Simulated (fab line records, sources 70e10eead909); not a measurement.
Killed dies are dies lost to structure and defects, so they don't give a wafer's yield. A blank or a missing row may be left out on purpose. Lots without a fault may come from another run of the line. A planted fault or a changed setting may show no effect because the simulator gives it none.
fab line records | flow nand_harc
record lots=11 wafers=33 last_day=24
route steps=1159 shown P_ZERO_WELL@17
lots that met no fault: from a run of the same line without faults
start_h: hours from the record's first day to the start of the lot's first wafer shown | wait_h: hours since the lot's step before | " the same as in the row above | L1.1+2: a row that stands for several wafers | - no value, or no start given | * or withheld: withheld | < > ~ a bound
route shown NAME@n: a module of which the file shows steps, and the number in the route of the first | usual: mean/standard deviation of fault-free wafers | same: alike in all rows | chamber/n: place in a boat | sites: the reading at each site | _std_site: their standard deviation | _edge_site: outer sites' mean less inner sites' | radius_mm: how far each site lies from the wafer's centre | mask NAME#n: copy n | behind: the tool/chamber that last shaped the wafer | hold: why the lot was held/for how many hours/how that ended | device: the transistor (n, p or np) that didn't switch | end of line: the same wafers' tests at the end of the route | a step without rows: its recipe alone | killed: dies lost to structure and defects at the first sort, not the wafer's yield | map: a wafer's dies, x killed, . not, _ none there
set.NAME: the setting as run; set.NAME@STEP: as run at that earlier step | model.NAME: the simulator's own value behind a step, which no gauge read
steps of the route over a sample of lots; a table a step, a row a wafer
services: from which hour (start_h, from the record's first day; less than 0 if before it) a tool's chamber was out of use, for how many hours, and why
## steps
# step NHARC_P_ZERO_WELL_ETCH_65
# recipe target_depth_a=800 overetch_a=240 time_s=87.88 ion_energy_ev=200 n2_flow_sccm=150 h2_flow_sccm=150 ar_flow_sccm=0 rf_w=400 bias_w=150 chemistry=N2/H2
# usual drypump_motor_current_A=5.8/0.43 h2_flow_sccm=150.1/0.48 oes_product_au=1.003/0.0079 rf_vpp_V=430.3/2.3 showerhead_plenum_p_Torr=2.03/0.076 throttle_valve_pct=14.173/0.0094
# columns lot.wafer tool chamber start_h wait_h drypump_motor_current_A h2_flow_sccm oes_product_au rf_hours_counter_h rf_vpp_V showerhead_plenum_p_Torr throttle_valve_pct
L507.2 rie_diel-02 3 13.49 0.1 5.2 149.7 1.003 2 426.2 1.93 14.174
L507.4 " 0 " " 5.8 150.3 1.010 2 430.4 2.04 14.189
L507.5 " 2 " " 5.9 149.7 1.005 - 432.3 2.10 14.174
L508.3 rie_diel-01 0 19.51 0.1 6.7 150.1 1.007 2 435.3 2.18 14.179
L508.4 " 3 " " 5.2 149.8 1.006 2 430.7 2.06 14.174
L508.6 " 0 " " 6.7 149.4 1.007 - 433.0 2.18 14.173
L510.2 rie_diel-13 2 31.49 0.1 5.8 150.7 1.010 6 433.6 2.15 14.164
L510.4 " 3 " " 5.6 149.3 0.999 6 429.5 2.00 14.171
L510.1 " 0 " " 6.4 149.9 1.012 6 427.4 1.94 14.163
L511.4 rie_diel-13 3 37.61 0.1 5.6 150.6 1.009 7 427.4 2.00 14.178
L511.3 " 0 " " 6.3 150.1 1.000 6 427.5 1.93 14.171
L511.5 " 2 " " 5.8 149.3 1.008 - 432.8 2.15 14.176
L515.4 rie_diel-02 2 61.60 0.1 5.9 150.1 1.005 6 432.4 2.10 14.161
L515.3 " 3 " " 5.2 150.5 1.012 4 426.7 1.92 14.178
L515.6 " 2 " " 5.9 149.7 0.986 - 433.3 2.10 14.166
L520.2 rie_diel-01 0 91.37 0.1 6.7 150.0 1.008 6 435.2 2.18 14.176
L520.5 " 2 " " 6.7 150.3 1.004 - 430.6 2.03 14.154
L520.6 " 3 " " 5.2 149.9 1.003 - 429.9 2.06 14.152
L524.1 rie_diel-02 3 115.52 0.1 5.2 150.1 1.001 8 427.5 1.92 14.174
L524.2 " 1 " " 5.5 150.2 1.000 10 431.0 2.05 14.178
L524.5 " 3 " " 5.2 150.6 0.995 - 427.5 1.92 14.170
L526.2 rie_diel-02 1 127.49 0.1 5.6 150.9 0.988 10 427.6 2.04 14.151
L526.1 " 2 " " 5.9 150.0 0.996 10 432.1 2.10 14.171
L526.6 " 1 " " 5.5 150.5 1.002 - 430.5 2.05 14.164
L527.1 rie_diel-13 3 133.78 0.2 5.6 149.6 1.001 2 429.9 2.00 14.176
L527.5 " 2 " " 5.8 150.5 0.995 - 433.2 2.15 14.169
L527.6 " 3 " " 5.6 149.7 0.997 - 428.7 2.00 14.188
L528.1 rie_diel-13 3 139.49 0.1 5.6 150.5 1.009 2 430.0 2.00 14.165
L528.4 " 2 " " 5.8 150.0 1.028 2 434.9 2.15 14.162
L528.5 " 0 " " 6.3 149.6 1.005 - 427.7 1.93 14.177
L529.4 rie_diel-02 2 145.53 0.1 5.9 149.5 0.998 13 432.3 2.10 14.166
L529.2 " 3 " " 5.2 150.3 1.006 12 427.2 1.92 14.201
L529.6 " 3 " " 5.2 149.8 1.015 - 427.2 1.92 14.170
# step NHARC_P_ZERO_WELL_ETCH_62
# recipe target_depth_a=130 time_s=6.5 chf3_flow_sccm=50 ar_flow_sccm=200 rf_w=500 bias_w=200 chemistry=CHF3/Ar
# usual chf3_flow_sccm=49.99/0.15 drypump_motor_current_A=5.8/0.43 oes_product_au=0.962/0.02 rf_vpp_V=370.6/1.9 showerhead_plenum_p_Torr=2.34/0.079 throttle_valve_pct=20.218/0.0091
# columns lot.wafer tool chamber start_h wait_h chf3_flow_sccm drypump_motor_current_A oes_product_au rf_hours_counter_h rf_vpp_V showerhead_plenum_p_Torr throttle_valve_pct
L507.4 rie_diel-02 2 - - 50.04 5.9 0.972 2 371.5 2.41 20.218
L507.2 " 1 " " 50.05 5.5 0.956 2 372.0 2.35 20.216
L507.5 " 2 " " 50.01 5.9 0.964 - 371.5 2.41 20.214
L508.3 rie_diel-01 1 - - 50.16 6.0 0.926 2 370.3 2.30 20.209
L508.4 " 2 " " 49.76 6.7 0.920 2 370.8 2.34 20.222
L508.6 " 0 " " 50.05 6.7 0.924 - 373.6 2.49 20.203
L510.2 rie_diel-13 1 - - 50.21 6.3 0.920 6 368.8 2.29 20.204
L510.1 " 2 " " 49.87 5.8 0.927 6 372.5 2.47 20.212
L510.4 " 0 " " 50.07 6.4 0.915 6 370.0 2.23 20.220
L511.4 rie_diel-13 3 - - 50.05 5.6 0.974 7 370.5 2.30 20.223
L511.3 " 0 " " 49.84 6.3 0.964 6 368.4 2.23 20.211
L511.5 " 3 " " 49.73 5.6 0.980 - 369.8 2.30 20.213
L515.3 rie_diel-02 3 - - 49.81 5.2 0.962 4 367.6 2.22 20.212
L515.4 " 1 " " 50.24 5.5 0.940 6 371.7 2.35 20.223
L515.6 " 2 " " 49.79 5.8 0.971 - 373.2 2.41 20.228
L520.2 rie_diel-01 1 - - 49.85 6.0 0.985 5 370.7 2.30 20.225
L520.6 " 2 " " 49.95 6.7 0.983 - 370.9 2.34 20.223
L520.5 " 3 " " 49.79 5.2 0.965 - 370.5 2.37 20.209
L524.2 rie_diel-02 0 - - 49.97 5.8 0.980 10 371.4 2.34 20.219
L524.1 " 1 " " 49.76 5.5 0.958 10 372.0 2.35 20.211
L524.5 " 0 " " 50.06 5.8 0.984 - 370.2 2.34 20.214
L526.2 rie_diel-02 1 - - 49.89 5.5 0.953 10 370.7 2.35 20.200
L526.1 " 3 " " 49.92 5.2 0.976 9 366.8 2.22 20.237
L526.6 " 1 " " 49.78 5.5 0.959 - 372.5 2.35 20.226
L527.1 rie_diel-13 2 - - 49.95 5.7 0.938 2 372.2 2.46 20.241
L527.6 " 3 " " 50.26 5.6 0.932 - 370.8 2.30 20.235
L527.5 " 0 " " 49.97 6.3 0.938 - 367.9 2.23 20.219
L528.1 rie_diel-13 3 - - 50.15 5.6 0.963 2 369.5 2.30 20.230
L528.4 " 0 " " 49.97 6.4 0.974 2 367.9 2.23 20.207
L528.5 " 2 " " 50.10 5.8 0.988 - 375.0 2.46 20.208
L529.4 rie_diel-02 1 - - 49.90 5.5 0.946 13 370.5 2.35 20.224
L529.2 " 0 " " 50.20 5.8 0.948 13 369.7 2.34 20.214
L529.6 " 2 " " 49.99 5.9 0.951 - 372.5 2.41 20.208
# step NHARC_P_ZERO_WELL_EXPOSE_34
# recipe na=0.6 target_cd_nm=720 dose_mj=22.31 mask_id=P_PWELL
# columns lot.wafer tool chamber start_h wait_h mask
L507.2+4+5 krf_scanner-03 0 16.07 - P_PWELL#0
L508.3+4+6 krf_scanner-03 0 22.02 - P_PWELL#0
L510.1+2+4 krf_scanner-03 0 34.11 - P_PWELL#0
L511.3+4+5 krf_scanner-01 0 40.15 - P_PWELL#0
L515.3+4+6 krf_scanner-03 0 64.20 - P_PWELL_R1#0
L520.2+5+6 krf_scanner-03 0 93.70 - P_PWELL#0
L524.1+2+5 krf_scanner-03 0 118.02 - P_PWELL#0
L526.1+2+6 krf_scanner-03 0 129.94 - P_PWELL#0
L527.1+5+6 krf_scanner-04 0 136.42 - P_PWELL#0
L528.1+4+5 krf_scanner-01 0 142.08 - P_PWELL#0
L529.2+4+6 krf_scanner-01 0 147.89 - P_PWELL#0
# step NHARC_P_ZERO_WELL_CD_MEAS_37
# recipe target_cd_nm=720 landing_energy_ev=500
# usual cd_nm=719.8/1.1
# columns lot.wafer tool chamber start_h wait_h cd_nm
L507.2 cd_sem-01 0 16.23 - 720.4
L507.4 " 0 " " 721.2
L507.5 " 0 " " 719.6
L508.3 cd_sem-02 0 22.17 - 720.0
L508.4 " 0 " " 721.3
L508.6 " 0 " " 720.1
L510.1 cd_sem-03 0 34.26 - 721.6
L510.2 " 0 " " 720.0
L510.4 " 0 " " 718.2
L511.3 cd_sem-02 0 40.30 - 719.4
L511.4 " 0 " " 719.6
L511.5 " 0 " " 718.4
L515.3 cd_sem-01 0 64.36 - 740.8
L515.4 " 0 " " 741.2
L515.6 " 0 " " 741.1
L520.2 cd_sem-02 0 93.85 - 720.3
L520.5 " 0 " " 717.9
L520.6 " 0 " " 719.0
L524.1 cd_sem-01 0 118.17 - 721.9
L524.2 " 0 " " 720.1
L524.5 " 0 " " 719.9
L526.1 cd_sem-01 0 130.10 - 720.8
L526.2 " 0 " " 719.1
L526.6 " 0 " " 718.4
L527.1 cd_sem-02 0 136.58 - 719.4
L527.5 " 0 " " 719.8
L527.6 " 0 " " 718.7
L528.1 cd_sem-02 0 142.24 - 721.1
L528.4 " 0 " " 719.3
L528.5 " 0 " " 720.6
L529.2 cd_sem-03 0 148.04 - 718.7
L529.4 " 0 " " 721.4
L529.6 " 0 " " 720.1
# step NHARC_P_ZERO_WELL_RTA_42
# recipe temp_c=1100 time_s=300
# usual lamp_power_pct=36.7/0.63 lamp_zone_6_pct=36.7/0.62 wafer_temp_C_max=1106.8/1.6
# columns lot.wafer tool chamber start_h wait_h lamp_power_pct lamp_zone_6_pct wafer_temp_C_max
L507.2 rtp_anneal-02 0 19.19 - 36.0 36.1 1105.1
L507.4 " 0 " " 36.1 36.1 1104.9
L507.5 " 0 " " 36.0 36.1 1105.2
L508.3 rtp_anneal-01 0 25.22 - 37.3 37.3 1107.4
L508.4 " 0 " " 37.4 37.3 1108.8
L508.6 " 0 " " 37.4 37.3 1106.7
L510.1 rtp_anneal-02 0 37.15 - 36.1 36.1 1105.1
L510.2 " 0 " " 36.1 36.1 1106.9
L510.4 " 0 " " 36.1 36.1 1104.6
L511.3 rtp_anneal-02 0 43.26 - 36.0 36.0 1107.3
L511.4 " 0 " " 36.0 35.9 1104.7
L511.5 " 0 " " 36.0 36.0 1106.0
L515.3 rtp_anneal-02 0 67.38 - 36.1 36.1 1104.5
L515.4 " 0 " " 36.0 36.1 1107.0
L515.6 " 0 " " 36.1 36.1 1107.4
L520.2 rtp_anneal-02 0 96.60 - 36.1 36.1 1103.7
L520.5 " 0 " " 36.1 36.1 1106.5
L520.6 " 0 " " 36.1 36.0 1106.2
L524.1 rtp_anneal-02 0 120.99 - 36.1 36.2 1105.5
L524.2 " 0 " " 36.1 36.0 1106.9
L524.5 " 0 " " 36.1 36.0 1108.3
L526.1 rtp_anneal-02 0 132.85 - 36.1 36.1 1104.0
L526.2 " 0 " " 36.1 36.1 1105.4
L526.6 " 0 " " 36.1 36.1 1106.1
L527.1 rtp_anneal-01 0 139.36 - 37.3 37.3 1106.9
L527.5 " 0 " " 37.3 37.4 1107.7
L527.6 " 0 " " 37.3 37.3 1108.3
L528.1 rtp_anneal-02 0 145.02 - 36.0 36.0 1105.6
L528.4 " 0 " " 36.0 36.0 1106.2
L528.5 " 0 " " 36.0 35.9 1105.1
L529.2 rtp_anneal-01 0 150.99 - 37.5 37.4 1110.1
L529.4 " 0 " " 37.3 37.3 1107.9
L529.6 " 0 " " 37.4 37.3 1108.1
## services
# columns tool chamber start_h hours kind
krf_scanner-03 - -4.00 4.0 pm
rie_diel-02 0 7.20 - clean
rie_diel-02 1 7.20 - clean
rie_diel-02 2 7.20 - clean
rie_diel-02 3 7.20 - clean
rie_diel-13 0 18.28 5.0 repair
rie_diel-02 3 28.76 13.3 repair
rie_diel-02 0 31.70 - clean
rie_diel-02 1 31.70 - clean
rie_diel-02 2 31.70 - clean
krf_scanner-04 - 50.53 2.8 repair
rie_diel-02 0 56.20 - clean
rie_diel-02 1 56.20 - clean
rie_diel-02 2 56.20 - clean
rie_diel-02 3 56.20 - clean
krf_scanner-03 - 74.52 0.6 repair
krf_scanner-01 - 84.00 4.0 pm
rie_diel-13 - 99.00 9.0 pm
rie_diel-02 2 106.13 2.4 repair
rie_diel-13 1 117.18 2.7 repair
krf_scanner-04 - 126.00 4.0 pm
rie_diel-01 - 137.80 9.0 pm
krf_scanner-04 - 147.54 2.3 repair
rie_diel-02 - 150.70 9.0 pm
## key
first_sign step=NHARC_P_ZERO_WELL_EXPOSE_34 reading=mask direction=changed
effect step=NHARC_P_ZERO_WELL_CD_MEAS_37 reading=cd_nm direction=up sigmas=19 usual=719.8 struck=741.0
met_at NHARC_P_ZERO_WELL_EXPOSE_34
struck_lots L515
tester_left_out L515
not_acting_at NHARC_P_ZERO_WELL_ETCH_65,NHARC_P_ZERO_WELL_ETCH_62,NHARC_P_ZERO_WELL_RTA_42
onset_between 34.11 64.20
fault kind=wrong_mask tool=any chamber=- onset_h=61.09 steps=NHARC_P_ZERO_WELL_EXPOSE_34 aux_copy=P_PWELL_R1#0 cd_offset_nm=22.175 scope=struck_lots_only
# tester_left_out: of these lots the tester's yield and bins aren't shown, on N5 and GAA mostly nor the transistor test; their killed dies are dies lost to structure and defects alone, not to doping, threshold or leakage, so they don't give the yield
